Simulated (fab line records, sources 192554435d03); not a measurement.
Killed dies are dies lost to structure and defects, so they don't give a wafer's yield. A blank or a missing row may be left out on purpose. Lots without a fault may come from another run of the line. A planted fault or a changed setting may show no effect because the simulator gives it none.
fab line records | flow n5_finfet
record lots=7 wafers=21
route steps=1938 shown WELL_APT@21 PMOS_HMC_CHANNEL_EPI@63 FIN_CUT@155 DUMMY_GATE@220 SD_EPI_N@268 HKMG_FIN@395
start_h: hours from the record's first day to the start of the lot's first wafer shown | wait_h: hours since the lot's step before | " the same as in the row above | L1.1+2: a row that stands for several wafers | - no value, or no start given | * or withheld: withheld | < > ~ a bound
route shown NAME@n: a module of which the file shows steps, and the number in the route of the first | usual: mean/standard deviation of fault-free wafers | same: alike in all rows | chamber/n: place in a boat | sites: the reading at each site | _std_site: their standard deviation | _edge_site: outer sites' mean less inner sites' | radius_mm: how far each site lies from the wafer's centre | mask NAME#n: copy n | behind: the tool/chamber that last shaped the wafer | hold: why the lot was held/for how many hours/how that ended | device: the transistor (n, p or np) that didn't switch | end of line: the same wafers' tests at the end of the route | a step without rows: its recipe alone | killed: dies lost to structure and defects at the first sort, not the wafer's yield | map: a wafer's dies, x killed, . not, _ none there
set.NAME: the setting as run; set.NAME@STEP: as run at that earlier step | model.NAME: the simulator's own value behind a step, which no gauge read
lots whose settings were changed on purpose; a table a step, a row a wafer
## steps
# step N5_WELL_APT_COAT_02
# recipe spin_rpm=1357 resist_thk_nm=950
# columns lot.wafer tool chamber start_h wait_h set.spin_rpm model.coat_of_WELL_APT_COAT_02.thk_nm
L078.2 litho_track-05 0 - - 1357 947.9
L078.3 " 0 " " 1438 923.2
L078.4 " 0 " " 1438 922.9
L082.1 litho_track-05 0 - - 1357 950
L082.4 " 0 " " 1357 951.3
L082.5 " 0 " " 1357 949.3
L085.3 litho_track-02 0 - - 1357 949.6
L085.5 " 0 " " 1357 950.2
L085.6 " 0 " " 1357 951.8
L086.1 litho_track-02 0 - - 1357 949.7
L086.3 " 0 " " 1456 915.3
L086.4 " 0 " " 1357 949.3
L094.2+5 litho_track-02 0 - - 1357 956.1
L094.4 " 0 " " 1357 957.5
L095.1 litho_track-04 0 - - 1357 951.2
L095.3 " 0 " " 1357 951.3
L095.6 " 0 " " 1357 952.6
L096.3 litho_track-04 0 - - 1357 945.2
L096.5 " 0 " " 1357 944.2
L096.6 " 0 " " 1268 979.8
# step N5_PMOS_HMC_CHANNEL_EPI_PEB_07
# recipe peb_temp_c=110 peb_time_s=60 resist=CAR-ArF-block
# columns lot.wafer tool chamber start_h wait_h set.peb_time_s
L078.2 litho_track-01 0 41.54 0.0 73.1
L078.3+4 " 0 " " 60
L082.1+4+5 litho_track-01 0 65.43 0.1 60
L085.3 litho_track-05 0 82.96 0.0 66.27
L085.5+6 " 0 " " 60
L086.1 litho_track-01 0 88.97 0.1 60
L086.3+4 " 0 " " 65.06
L094.2+4+5 litho_track-01 0 137.10 0.0 60
L095.1+3+6 litho_track-01 0 143.01 0.1 60
L096.3+5 litho_track-05 0 149.07 0.0 60
L096.6 " 0 " " 72.62
# step N5_PMOS_HMC_CHANNEL_EPI_DEVELOP_08
# recipe develop_time_s=30 developer=TMAH resist=CAR-ArF-block dev_temp_c=23 rinse_liquid=diw dry=air_spin
# columns lot.wafer tool chamber start_h wait_h set.develop_time_s
L078.2+3 litho_track-01 0 - - 30
L078.4 " 0 " " 34.12
L082.1+4+5 litho_track-01 0 - - 30
L085.3+5+6 litho_track-05 0 - - 30
L086.1+3 litho_track-01 0 - - 26.56
L086.4 " 0 " " 30
L094.2+4+5 litho_track-01 0 - - 30
L095.1+3 litho_track-01 0 - - 26.69
L095.6 " 0 " " 30
L096.3+6 litho_track-05 0 - - 30
L096.5 " 0 " " 24.13
# step N5_PMOS_HMC_CHANNEL_EPI_CD_MEAS_09
# recipe target_cd_nm=237.4 landing_energy_ev=500 detector=se_inlens
# usual cd_nm=237.8/0.73
# columns lot.wafer tool chamber start_h wait_h set.peb_time_s@PMOS_HMC_CHANNEL_EPI_PEB_07 cd_nm
L078.2 cd_sem-03 0 41.61 - 73.1 245.1
L078.3 " 0 " " 60 237.3
L078.4 " 0 " " 60 238.1
L082.1 cd_sem-01 0 65.50 - 60 238.3
L082.4 " 0 " " 60 238.0
L082.5 " 0 " " 60 237.6
L085.3 cd_sem-03 0 83.03 - 66.27 241.7
L085.5 " 0 " " 60 237.1
L085.6 " 0 " " 60 237.3
L086.1 cd_sem-01 0 89.04 - 60 237.3
L086.3 " 0 " " 65.06 240.2
L086.4 " 0 " " 65.06 241.7
L094.2 cd_sem-03 0 137.16 - 60 239.3
L094.4 " 0 " " 60 238.7
L094.5 " 0 " " 60 238.8
L095.1 cd_sem-02 0 143.08 - 60 237.0
L095.3 " 0 " " 60 236.7
L095.6 " 0 " " 60 237.1
L096.3 cd_sem-02 0 149.13 - 60 238.2
L096.5 " 0 " " 60 237.4
L096.6 " 0 " " 72.62 244.3
# step N5_PMOS_HMC_CHANNEL_EPI_DESCUM_14
# recipe chemistry=O2 time_s=7.9 source_power_w=50 bias_power_w=20 pressure_mtorr=20 rf_frequency_hz=2.712e+07 temp_c=40 resist=CAR-ArF-block o2_flow_sccm=225
# columns lot.wafer tool chamber start_h wait_h set.peb_time_s@PMOS_HMC_CHANNEL_EPI_PEB_07 model.PMOS_HMC_CHANNEL_EPI.cd_nm
L078.2 rie_diel-06 2 41.93 0.3 73.1 245.1
L078.3 " 1 " " 60 237.3
L078.4 " 0 " " 60 237.9
L082.1 rie_diel-06 1 65.64 0.1 60 238.1
L082.4+5 " 3,1 " " 60 237.6
L085.3 rie_diel-06 3 83.62 0.5 66.27 241.9
L085.5 " 2 " " 60 237.1
L085.6 " 0 " " 60 237.2
L086.1 rie_diel-03 3 89.12 0.0 60 237.4
L086.3 " 2 " " 65.06 240.4
L086.4 " 1 " " 65.06 241.5
L094.2 rie_diel-06 3 137.25 0.0 60 239.3
L094.4 " 0 " " 60 238.5
L094.5 " 0 " " 60 238.7
L095.1 rie_diel-03 1 143.17 0.0 60 236.8
L095.3 " 0 " " 60 237.1
L095.6 " 3 " " 60 237
L096.3 rie_diel-03 2 149.22 0.0 60 238
L096.5 " 0 " " 60 237.5
L096.6 " 3 " " 72.62 244.4
# step N5_PMOS_HMC_CHANNEL_EPI_ETCH_32
# recipe chemistry=N2/H2 target=BARC stop_on=SiO2 target_depth_a=858 over_etch_frac=0.3 time_s=50.3 ion_energy_ev=200 mask_material=CAR-ArF-block pressure_mtorr=30 source_w=840 bias_w=150 n2_flow_sccm=200 h2_flow_sccm=200
# columns lot.wafer tool chamber start_h wait_h set.peb_time_s@PMOS_HMC_CHANNEL_EPI_PEB_07 model.PMOS_HMC_CHANNEL_EPI.cd_nm
L078.2 rie_diel-06 2 41.97 0.0 73.1 247.6
L078.3 " 1 " " 60 239.4
L078.4 " 0 " " 60 241
L082.1 rie_diel-06 1 65.67 0.0 60 240.4
L082.4 " 3 " " 60 240.1
L082.5 " 1 " " 60 240
L085.3 rie_diel-06 3 83.66 0.0 66.27 244.8
L085.5 " 2 " " 60 238.9
L085.6 " 0 " " 60 239.6
L086.1 rie_diel-03 3 89.16 0.0 60 239.8
L086.3 " 2 " " 65.06 242.5
L086.4 " 1 " " 65.06 244.1
L094.2 rie_diel-06 3 137.29 0.0 60 242.1
L094.4 " 0 " " 60 241.2
L094.5 " 0 " " 60 241.6
L095.1 rie_diel-03 1 143.20 0.0 60 239.2
L095.3 " 0 " " 60 239.8
L095.6 " 3 " " 60 239.4
L096.3 rie_diel-03 2 149.25 0.0 60 240
L096.5 " 0 " " 60 240.9
L096.6 " 3 " " 72.62 247.6
# step N5_FIN_CUT_COAT_19
# recipe resist=SiARC temp_c=220 time_s=60 spin_rpm=1500 resist_thk_nm=20
# columns lot.wafer tool chamber start_h wait_h set.spin_rpm model.SiARC_of_FIN_CUT_COAT_19.thk_nm
L078.2+3+4 litho_track-05 0 - - 1500 20
L082.1+4+5 litho_track-01 0 - - 1500 20
L085.3 litho_track-04 0 - - 1500 20
L085.5 " 0 " " 1500 19.8
L085.6 " 0 " " 1409 20.6
L086.1+3 litho_track-05 0 - - 1500 20
L086.4 " 0 " " 1665 19
L094.2 litho_track-04 0 - - 1632 19.2
L094.4+5 " 0 " " 1632 19
L095.1+3+6 litho_track-05 0 - - 1500 20
L096.3+6 litho_track-04 0 - - 1500 20
L096.5 " 0 " " 1426 20.4
# step N5_FIN_CUT_COAT_29
# recipe resist=underlayer temp_c=205 time_s=60 spin_rpm=1500 resist_thk_nm=10
# step N5_FIN_CUT_COAT_02
# recipe resist=CAR-EUV spin_rpm=1500 resist_thk_nm=30
# step N5_FIN_CUT_DESCUM_13
# recipe chemistry=O2 time_s=7 source_power_w=50 bias_power_w=20 pressure_mtorr=20 rf_frequency_hz=2.712e+07 temp_c=40 resist=CAR-EUV o2_flow_sccm=225
# step N5_FIN_CUT_ETCH_30
# recipe chemistry=N2/H2 target=underlayer target_depth_a=130 mask_material=CAR-EUV time_s=10.4 ion_energy_ev=200 pressure_mtorr=30 source_w=840 bias_w=150 n2_flow_sccm=200 h2_flow_sccm=200 ends=cleared
# step N5_FIN_CUT_ETCH_20
# recipe chemistry=CF4 target=SiARC target_depth_a=260 mask_material=CAR-EUV time_s=43.3 ion_energy_ev=80 pressure_mtorr=40 source_w=545 bias_w=36 Ar_flow_sccm=100 cf4_flow_sccm=100 ends=cleared
# columns lot.wafer tool chamber start_h wait_h set.spin_rpm@FIN_CUT_COAT_19 model.etch.depth_nm
L078.2+3+4 rie_diel-01 2,3,1 51.25 0.0 1500 20.01
L082.1+4 rie_diel-03 1,0 75.40 0.0 1500 20.03
L082.5 " 3 " " 1500 20.04
L085.3 rie_diel-01 1 101.48 0.0 1500 19.97
L085.5 " 1 " " 1500 19.83
L085.6 " 0 " " 1409 20.56
L086.1+3 rie_diel-06 3,0 105.31 0.0 1500 19.96
L086.4 " 1 " " 1665 18.9
L094.2 rie_diel-03 2 147.75 0.0 1632 19.12
L094.4 " 1 " " 1632 19.07
L094.5 " 0 " " 1632 19.08
L095.1 rie_diel-06 1 152.13 0.0 1500 19.96
L095.3+6 " 0,1 " " 1500 19.95
L096.3 rie_diel-06 0 158.46 0.0 1500 19.93
L096.5 " 3 " " 1426 20.47
L096.6 " 0 " " 1500 19.99
# step N5_FIN_CUT_ETCH_21
# recipe chemistry=N2/H2 target=SOC target_depth_a=2190 overetch_a=438 mask_material=SiARC temp_c=40 ion_energy_ev=100 bias_w=61 time_s=523.5 pressure_mtorr=30 source_w=850 n2_flow_sccm=200 h2_flow_sccm=200
# columns lot.wafer tool chamber start_h wait_h set.spin_rpm@FIN_CUT_COAT_19 model.SiARC_of_FIN_CUT_COAT_19.thk_nm
L078.2 rie_diel-01 2 51.29 0.0 1500 12
L078.3+4 " 3,1 " " 1500 11.8
L082.1+4+5 rie_diel-03 1,0,3 75.44 0.0 1500 12
L085.3 rie_diel-01 1 101.51 0.0 1500 11.8
L085.5 " 1 " " 1500 11.6
L085.6 " 0 " " 1409 12.2
L086.1 rie_diel-06 3 105.35 0.0 1500 11.8
L086.3 " 0 " " 1500 11.6
L086.4 " 1 " " 1665 10.6
L094.2+5 rie_diel-03 2,0 147.79 0.0 1632 11.2
L094.4 " 1 " " 1632 11
L095.1+3+6 rie_diel-06 1,0,1 152.17 0.0 1500 11.6
L096.3+6 rie_diel-06 0 158.50 0.0 1500 11.6
L096.5 " 3 " " 1426 12.4
# step N5_DUMMY_GATE_HM_DEP_06
# recipe material=SiNx target_thk_a=800 precursor=DCS/NH3 temp_c=700 pressure_mtorr=300 time_s=5141
# columns lot.wafer tool chamber start_h wait_h set.time_s model.SiNx_of_DUMMY_GATE_HM_DEP_06.thk_nm
L078.2 - - - 0.0 5476 84.4
L078.3 " - " " 5476 83.4
L078.4 " - " " 5476 83.8
L082.1 lpcvd-01 0/40 92.38 0.0 5141 79.4
L082.4 " 0/54 " " 5141 80.8
L082.5 " 0/59 " " 5141 80
L085.3+6 - - - 0.0 4540 72.6
L085.5 " - " " 4540 72
L086.1 - - - 0.0 4925 77.2
L086.3 " - " " 4925 77.8
L086.4 " - " " 4925 77.6
L094.2+5 - - - 0.0 5141 79.8
L094.4 " - " " 5141 79.6
L095.1 - - - 0.0 4761 73.4
L095.3 " - " " 4761 73.8
L095.6 " - " " 4761 74
L096.3 - - - 0.0 5846 90.6
L096.5 " - " " 5846 91
L096.6 " - " " 5846 90.8
# step N5_SD_EPI_N_PEB_07
# recipe peb_temp_c=110 peb_time_s=60 resist=CAR-ArF-block
# columns lot.wafer tool chamber start_h wait_h set.peb_temp_c
L078.2 litho_track-04 0 72.33 0.0 108.4
L078.3+4 " 0 " " 110
L082.1+4+5 litho_track-04 0 99.50 0.1 110
L085.3+5+6 litho_track-02 0 122.17 0.0 110
L086.1+4 litho_track-02 0 126.18 0.1 111
L086.3 " 0 " " 110
L094.2+4 litho_track-05 0 169.40 0.0 112.5
L094.5 " 0 " " 110
L095.1+6 litho_track-05 0 174.96 0.1 110
L095.3 " 0 " " 108
L096.3+5 litho_track-05 0 179.14 0.0 106.3
L096.6 " 0 " " 110
# step N5_SD_EPI_N_DEVELOP_08
# recipe develop_time_s=30 developer=TMAH resist=CAR-ArF-block dev_temp_c=23 rinse_liquid=diw dry=air_spin
# step N5_SD_EPI_N_CD_MEAS_09
# recipe target_cd_nm=120 landing_energy_ev=500 detector=se_inlens
# usual cd_nm=120.2/0.48
# columns lot.wafer tool chamber start_h wait_h set.peb_temp_c@SD_EPI_N_PEB_07 cd_nm
L078.2 cd_sem-01 0 72.40 - 108.4 115.7
L078.3 " 0 " " 110 119.8
L078.4 " 0 " " 110 120.7
L082.1 cd_sem-01 0 99.57 - 110 120.2
L082.4 " 0 " " 110 119.7
L082.5 " 0 " " 110 120.0
L085.3 cd_sem-01 0 122.24 - 110 120.5
L085.5 " 0 " " 110 120.6
L085.6 " 0 " " 110 120.7
L086.1 cd_sem-01 0 126.25 - 111 123.3
L086.3 " 0 " " 110 120.7
L086.4 " 0 " " 111 123.4
L094.2 cd_sem-03 0 169.47 - 112.5 126.8
L094.4 " 0 " " 112.5 126.5
L094.5 " 0 " " 110 120.0
L095.1 cd_sem-03 0 175.03 - 110 119.9
L095.3 " 0 " " 108 114.6
L095.6 " 0 " " 110 119.8
L096.3 cd_sem-01 0 179.21 - 106.3 109.9
L096.5 " 0 " " 106.3 110.1
L096.6 " 0 " " 110 120.5
# step N5_SD_EPI_N_DESCUM_14
# recipe chemistry=O2 time_s=7.9 source_power_w=50 bias_power_w=20 pressure_mtorr=20 rf_frequency_hz=2.712e+07 temp_c=40 resist=CAR-ArF-block o2_flow_sccm=225
# columns lot.wafer tool chamber start_h wait_h set.peb_temp_c@SD_EPI_N_PEB_07 model.SD_EPI_N.cd_nm
L078.2 rie_diel-02 3 72.49 0.0 108.4 115.8
L078.3 " 0 " " 110 120.2
L078.4 " 2 " " 110 120.6
L082.1+4+5 rie_diel-04 3,0,1 99.93 0.3 110 119.8
L085.3 rie_diel-05 3 122.34 0.1 110 120.2
L085.5+6 " 1,0 " " 110 120.6
L086.1+4 rie_diel-04 1,0 126.36 0.1 111 123.4
L086.3 " 3 " " 110 120.4
L094.2 rie_diel-04 3 169.56 0.0 112.5 127
L094.4 " 1 " " 112.5 126.6
L094.5 " 3 " " 110 120
L095.1+6 rie_diel-04 3 175.12 0.0 110 120
L095.3 " 1 " " 108 114.6
L096.3+5 rie_diel-04 3,1 179.30 0.0 106.3 110
L096.6 " 2 " " 110 -
# step N5_SD_EPI_N_ETCH_34
# recipe chemistry=CF4 target=SiARC target_depth_a=455 mask_material=CAR-ArF-block time_s=75.8 ion_energy_ev=80 pressure_mtorr=40 source_w=545 bias_w=36 Ar_flow_sccm=100 cf4_flow_sccm=100 ends=cleared
# step N5_SD_EPI_N_ETCH_35
# recipe chemistry=N2/H2 target=SOC overetch_a=1080 mask_material=SiARC temp_c=40 ion_energy_ev=100 source_w=3000 bias_w=133 pressure_mtorr=20 time_s=486 n2_flow_sccm=200 h2_flow_sccm=200
# columns lot.wafer tool chamber start_h wait_h set.peb_temp_c@SD_EPI_N_PEB_07 model.SD_EPI_N.cd_nm
L078.2 rie_diel-02 3 72.58 0.0 108.4 115.4
L078.3 " 0 " " 110 120.4
L078.4 " 2 " " 110 119.4
L082.1 rie_diel-04 3 100.02 0.0 110 121
L082.4 " 0 " " 110 120.8
L082.5 " 1 " " 110 119.2
L085.3 rie_diel-05 3 122.43 0.0 110 120
L085.5 " 1 " " 110 121.2
L085.6 " 0 " " 110 119.8
L086.1 rie_diel-04 1 126.46 0.0 111 122.8
L086.3 " 3 " " 110 120.8
L086.4 " 0 " " 111 123.8
L094.2 rie_diel-04 3 169.65 0.0 112.5 126.4
L094.4 " 1 " " 112.5 125.8
L094.5 " 3 " " 110 118.8
L095.1 rie_diel-04 3 175.21 0.0 110 120
L095.3 " 1 " " 108 114.4
L095.6 " 3 " " 110 120.2
L096.3+5 rie_diel-04 3,1 179.39 0.0 106.3 109.6
L096.6 " 2 " " 110 120.6
# step N5_SD_EPI_N_ETCH_45
# recipe chemistry=CH3F/O2 target=SiOCN target_depth_a=60 mask_material=SOC ion_energy_ev=60 bias_w=29 pressure_mtorr=15 source_w=410 Ar_flow_sccm=150 CH3F_flow_sccm=30 O2_flow_sccm=20
# columns lot.wafer tool chamber start_h wait_h set.target_depth_a model.etch.depth_nm
L078.2 rie_diel-02 3 73.00 0.1 60 5.901
L078.3 " 0 " " 60 6.125
L078.4 " 2 " " 60 5.963
L082.1 rie_diel-04 3 100.45 0.1 60 6.098
L082.4 " 0 " " 60 6.088
L082.5 " 1 " " 60 5.98
L085.3 rie_diel-05 3 122.86 0.1 60 5.919
L085.5 " 1 " " 63.88 6.392
L085.6 " 0 " " 60 5.929
L086.1 rie_diel-04 1 126.88 0.1 60 5.959
L086.3 " 3 " " 60 6.075
L086.4 " 0 " " 67.24 6.796
L094.2 rie_diel-04 3 170.07 0.1 60 6.086
L094.4 " 1 " " 60 5.953
L094.5 " 3 " " 62.77 6.403
L095.1 rie_diel-04 3 175.63 0.1 60 6.063
L095.3 " 1 " " 60 5.97
L095.6 " 3 " " 60 6.084
L096.3 rie_diel-04 3 179.81 0.1 60 6.127
L096.5 " 1 " " 60 5.933
L096.6 " 2 " " 60 6.094
# step N5_HKMG_FIN_EXPOSE_46
# recipe mask_id=NDIPOLE na=1.35 source_shape=conventional sigma_outer=0.8 polarization=unpolarized dose_mj=40
# columns lot.wafer tool chamber start_h wait_h mask set.dose_mj
L078.2+4 arfi_scanner-01 0 97.01 - NDIPOLE#0 40
L078.3 " 0 " " NDIPOLE#0 41.43
L082.1+4+5 arfi_scanner-02 0 121.68 - NDIPOLE#0 40
L085.3+5+6 arfi_scanner-02 0 144.67 - NDIPOLE#0 40
L086.1 arfi_scanner-03 0 147.87 - NDIPOLE#0 42.81
L086.3+4 " 0 " " NDIPOLE#0 40
L094.2 arfi_scanner-02 0 191.40 - NDIPOLE#0 40
L094.4+5 " 0 " " NDIPOLE#0 38.18
L095.1+3+6 arfi_scanner-02 0 196.72 - NDIPOLE#0 42.05
L096.3+5 arfi_scanner-03 0 201.03 - NDIPOLE#0 41.68
L096.6 " 0 " " NDIPOLE#0 40
# step N5_HKMG_FIN_PEB_47
# recipe peb_temp_c=withheld peb_time_s=60 resist=CAR-ArF
# step N5_HKMG_FIN_DEVELOP_48
# recipe develop_time_s=30 developer=TMAH resist=CAR-ArF rinse_liquid=diw dry=air_spin dev_temp_c=23
# step N5_HKMG_FIN_CD_MEAS_49
# recipe target_cd_nm=202 landing_energy_ev=500 detector=se_inlens polarity=opening
# usual cd_nm=201.9/0.58
# columns lot.wafer tool chamber start_h wait_h set.dose_mj@HKMG_FIN_EXPOSE_46 cd_nm
L078.2 cd_sem-02 0 97.13 - 40 201.6
L078.3 " 0 " " 41.43 203.2
L078.4 " 0 " " 40 201.4
L082.1 cd_sem-02 0 121.81 - 40 201.9
L082.4 " 0 " " 40 202.4
L082.5 " 0 " " 40 201.1
L085.3 cd_sem-03 0 144.78 - 40 201.4
L085.5 " 0 " " 40 201.1
L085.6 " 0 " " 40 201.4
L086.1 cd_sem-02 0 147.99 - 42.81 206.0
L086.3 " 0 " " 40 202.1
L086.4 " 0 " " 40 202.0
L094.2 cd_sem-02 0 191.52 - 40 202.1
L094.4 " 0 " " 38.18 199.5
L094.5 " 0 " " 38.18 199.5
L095.1 cd_sem-02 0 196.84 - 42.05 205.1
L095.3 " 0 " " 42.05 205.2
L095.6 " 0 " " 42.05 205.3
L096.3 cd_sem-03 0 201.14 - 41.68 204.6
L096.5 " 0 " " 41.68 205.8
L096.6 " 0 " " 40 202.5
# step N5_HKMG_FIN_DESCUM_53
# recipe chemistry=O2 time_s=7.9 source_power_w=50 bias_power_w=20 pressure_mtorr=20 rf_frequency_hz=2.712e+07 temp_c=40 resist=CAR-ArF o2_flow_sccm=225
# step N5_HKMG_FIN_ETCH_54
# recipe chemistry=CF4 target=SiARC target_depth_a=455 mask_material=CAR-ArF time_s=75.8 ion_energy_ev=80 pressure_mtorr=40 source_w=545 bias_w=36 Ar_flow_sccm=100 cf4_flow_sccm=100 ends=cleared
# columns lot.wafer tool chamber start_h wait_h set.dose_mj@HKMG_FIN_EXPOSE_46 model.HKMG_FIN.cd_offset_nm
L078.2 rie_diel-04 3 97.29 0.0 40 -0.6
L078.3 " 2 " " 41.43 1.2
L078.4 " 0 " " 40 -0.8
L082.1 rie_diel-02 1 122.05 0.0 40 -0.4
L082.4 " 3 " " 40 0.2
L082.5 " 0 " " 40 -0.8
L085.3+6 rie_diel-04 0,1 144.90 0.0 40 -0.6
L085.5 " 0 " " 40 -0.8
L086.1 rie_diel-02 2 148.12 0.0 42.81 4.4
L086.3+4 " 3,1 " " 40 -0.2
L094.2 rie_diel-04 2 191.77 0.0 40 0.2
L094.4 " 0 " " 38.18 -2.6
L094.5 " 1 " " 38.18 -2.4
L095.1 rie_diel-04 3 197.09 0.0 42.05 2.8
L095.3+6 " 2 " " 42.05 3
L096.3 rie_diel-02 1 201.37 0.0 41.68 2.6
L096.5 " 0 " " 41.68 4
L096.6 " 1 " " 40 0.2
## key
split step=N5_WELL_APT_COAT_02 setting=spin_rpm stated=1357 by=wafer
response step=N5_WELL_APT_COAT_02 reading=model.coat_of_WELL_APT_COAT_02.thk_nm change=-4.76 per=1% r=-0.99
split step=N5_PMOS_HMC_CHANNEL_EPI_PEB_07 setting=peb_time_s stated=60 by=wafer
response step=N5_PMOS_HMC_CHANNEL_EPI_CD_MEAS_09 reading=cd_nm change=+0.34 per=1% r=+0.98
response step=N5_PMOS_HMC_CHANNEL_EPI_DESCUM_14 reading=model.PMOS_HMC_CHANNEL_EPI.cd_nm change=+0.348 per=1% r=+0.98
response step=N5_PMOS_HMC_CHANNEL_EPI_ETCH_32 reading=model.PMOS_HMC_CHANNEL_EPI.cd_nm change=+0.364 per=1% r=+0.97
split step=N5_PMOS_HMC_CHANNEL_EPI_DEVELOP_08 setting=develop_time_s stated=30 by=wafer
response none clear
split step=N5_FIN_CUT_COAT_19 setting=spin_rpm stated=1500 by=wafer
response step=N5_FIN_CUT_COAT_19 reading=model.SiARC_of_FIN_CUT_COAT_19.thk_nm change=-0.0945 per=1% r=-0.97
response step=N5_FIN_CUT_ETCH_20 reading=model.etch.depth_nm change=-0.0998 per=1% r=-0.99
response step=N5_FIN_CUT_ETCH_21 reading=model.SiARC_of_FIN_CUT_COAT_19.thk_nm change=-0.105 per=1% r=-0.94
split step=N5_DUMMY_GATE_HM_DEP_06 setting=time_s stated=5141 by=lot
response step=N5_DUMMY_GATE_HM_DEP_06 reading=model.SiNx_of_DUMMY_GATE_HM_DEP_06.thk_nm change=+0.726 per=1% r=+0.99
split step=N5_SD_EPI_N_PEB_07 setting=peb_temp_c stated=110 by=wafer
response step=N5_SD_EPI_N_CD_MEAS_09 reading=cd_nm change=+3.06 per=1% r=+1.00
response step=N5_SD_EPI_N_DESCUM_14 reading=model.SD_EPI_N.cd_nm change=+3.04 per=1% r=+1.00
response step=N5_SD_EPI_N_ETCH_35 reading=model.SD_EPI_N.cd_nm change=+3.2 per=1% r=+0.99
split step=N5_SD_EPI_N_ETCH_45 setting=target_depth_a stated=60 by=wafer
response step=N5_SD_EPI_N_ETCH_45 reading=model.etch.depth_nm change=+0.068 per=1% r=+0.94
split step=N5_HKMG_FIN_EXPOSE_46 setting=dose_mj stated=40 by=wafer
response step=N5_HKMG_FIN_CD_MEAS_49 reading=cd_nm change=+0.569 per=1% r=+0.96
response step=N5_HKMG_FIN_ETCH_54 reading=model.HKMG_FIN.cd_offset_nm change=+0.641 per=1% r=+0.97
